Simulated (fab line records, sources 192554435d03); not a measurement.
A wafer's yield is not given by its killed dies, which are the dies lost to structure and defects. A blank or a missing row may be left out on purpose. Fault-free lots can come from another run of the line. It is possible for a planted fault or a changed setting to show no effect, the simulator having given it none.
Struck lot and sound lot, side by side | flow n5-finfet | 15 steps out of a route of 1938
Sound: these wafers, L760.1, L760.5, L760.6. Struck: wafer L777.1 (left out: L777.5, a lot-mate that was not struck); the cause follows at the end.
For every step that has rows: the tool of each side, followed by ch and its chambers, followed by its first start. Under that, the readings that differ: sound wafers | struck wafers | difference of the means | sigmas: that difference in standard deviations of wafers without a fault.
alike: words and numbers the same on both sides, and readings whose means are apart by under 2 such deviations; not compared: readings that were withheld, readings missing a value for some wafer, numbers with overlapping values and no deviation given by the record, and bounds like >300 which may hide the same value.
Wherever a step has rows on one side only, a row that says differs or no value, or a row with sigmas, the two part there. When numbers do not overlap yet have no deviation, they are printed without sigmas and do not part them. A reading that every wafer of one side lacks parts them only if that side has two wafers or more.

first, 1 step without rows for these wafers: N5_SD_EPI_P_DEVELOP_08 (develop time 30 s).
N5_SD_EPI_P_CD_MEAS_09 targets a cd of 240 nm.
  sound on cd-sem-03 ch 0, day 3 23:11; struck on cd-sem-02 ch 0, day 8 01:55
  alike: cd-nm
N5_SD_EPI_P_OVL_MEAS_10:
  sound on overlay-01 ch 0, day 3 23:13; struck on overlay-01 ch 0, day 8 01:56
  reading           | sound       | struck | difference | sigmas
  SD_P_BLK_OVL (nm) | 0.9 1.3 1.2 | -0.6   | -1.7       | -2
N5_SD_EPI_P_INSPECT_11: inspects for defects (macro).
  struck on defect-inspect-01, day 8 01:58; sound on defect-inspect-02, day 3 23:14
  alike: raw-defect-count
then, 1 step without rows for these wafers: N5_SD_EPI_P_DESCUM_14 (chemistry O2, time 7.9 s).
N5_SD_EPI_P_ETCH_36: etches SiARC in CF4, target depth 45.5 nm, time 75.8 s.
  sound on rie-diel-03 ch 0,1,3, day 3 23:21; struck on rie-diel-01 ch 0, day 8 02:02
  reading      | sound             | struck | difference | sigmas
  rf-vpp-V (V) | 183.8 186.1 183.5 | 187.2  | +2.7       | +2
  alike: drypump-motor-current-A, etch-rf-on-time-s, oes-product-au, showerhead-plenum-p-Torr, throttle-valve-pct
  not compared: rf-hours-counter-h
N5_SD_EPI_P_ETCH_37: etches SOC in N2/H2, overetch 108 nm, time 486 s.
  sound on rie-diel-03 ch 0,1,3, day 3 23:24; struck on rie-diel-01 ch 0, day 8 02:06
  alike: drypump-motor-current-A, n2-flow-sccm, oes-product-au, rf-vpp-V, showerhead-plenum-p-Torr, throttle-valve-pct
  not compared: rf-hours-counter-h
then, 1 step without rows for these wafers: N5_SD_EPI_P_STRIP_38 (strips in N2/H2).
N5_SD_EPI_P_ETCHBACK_46: etches SiNx in CH3F/O2, stops on SiO2, target depth 17.5 nm.
  sound on rie-diel-03 ch 0,1,3, day 3 23:44; struck on rie-diel-01 ch 0, day 8 02:25
  alike: drypump-motor-current-A, oes-product-au, rf-vpp-V, showerhead-plenum-p-Torr, throttle-valve-pct
  not compared: rf-hours-counter-h
N5_SD_EPI_P_ETCH_47: etches SiOCN in CH3F/O2, target depth 25 nm.
  sound on rie-diel-03 ch 0,1,3, day 3 23:50; struck on rie-diel-01 ch 0, day 8 02:31
  alike: drypump-motor-current-A, oes-product-au, rf-vpp-V, showerhead-plenum-p-Torr, throttle-valve-pct
  not compared: rf-hours-counter-h
N5_SD_EPI_P_ETCH_16: etches SiO2 in CHF3/O2, target depth 5 nm.
  sound on rie-diel-03 ch 0,1,3, day 3 23:56; struck on rie-diel-01 ch 0, day 8 02:37
  alike: drypump-motor-current-A, oes-product-au, rf-vpp-V, showerhead-plenum-p-Torr, throttle-valve-pct
  not compared: rf-hours-counter-h
then, 1 step without rows for these wafers: N5_SD_EPI_P_STRIP_50 (strips in CHF3/O2).
N5_SD_EPI_P_SD_RECESS_17: chemistry HBr/Cl2/O2, target depth 39.1 nm, bt time 3 s.
  sound on rie-si-03 ch 0,1, day 4 00:00; struck on rie-si-01 ch 0, day 8 02:41
  reading                              | sound             | struck | difference | sigmas
  model.SD_EPI_P.feature-depth-nm (nm) | 39.6 39.6 38.8    | 36.4   | -2.9       |
  model.etch.depth-nm (nm)             | 39.65 39.64 38.74 | 36.49  | -2.85      |
  alike: drypump-motor-current-A, oes-product-au, throttle-valve-pct
  not compared: rf-hours-counter-h
then, 2 steps without rows for these wafers: N5_SD_EPI_P_WET_ETCH_45 (etches SiO2 in dHF, time 10.7 s, target depth 2 nm, rinse time 30 s); N5_PASSIVATION_PROBE_49.

== WHERE THEY PART ==
First at N5_SD_EPI_P_OVL_MEAS_10; last, within this record, at N5_SD_EPI_P_ETCH_36. Later steps at which nothing parts them and some readings are alike: N5_SD_EPI_P_ETCH_37, N5_SD_EPI_P_ETCHBACK_46, N5_SD_EPI_P_ETCH_47, N5_SD_EPI_P_ETCH_16, N5_SD_EPI_P_SD_RECESS_17.

WHY: what had been put in by the simulator
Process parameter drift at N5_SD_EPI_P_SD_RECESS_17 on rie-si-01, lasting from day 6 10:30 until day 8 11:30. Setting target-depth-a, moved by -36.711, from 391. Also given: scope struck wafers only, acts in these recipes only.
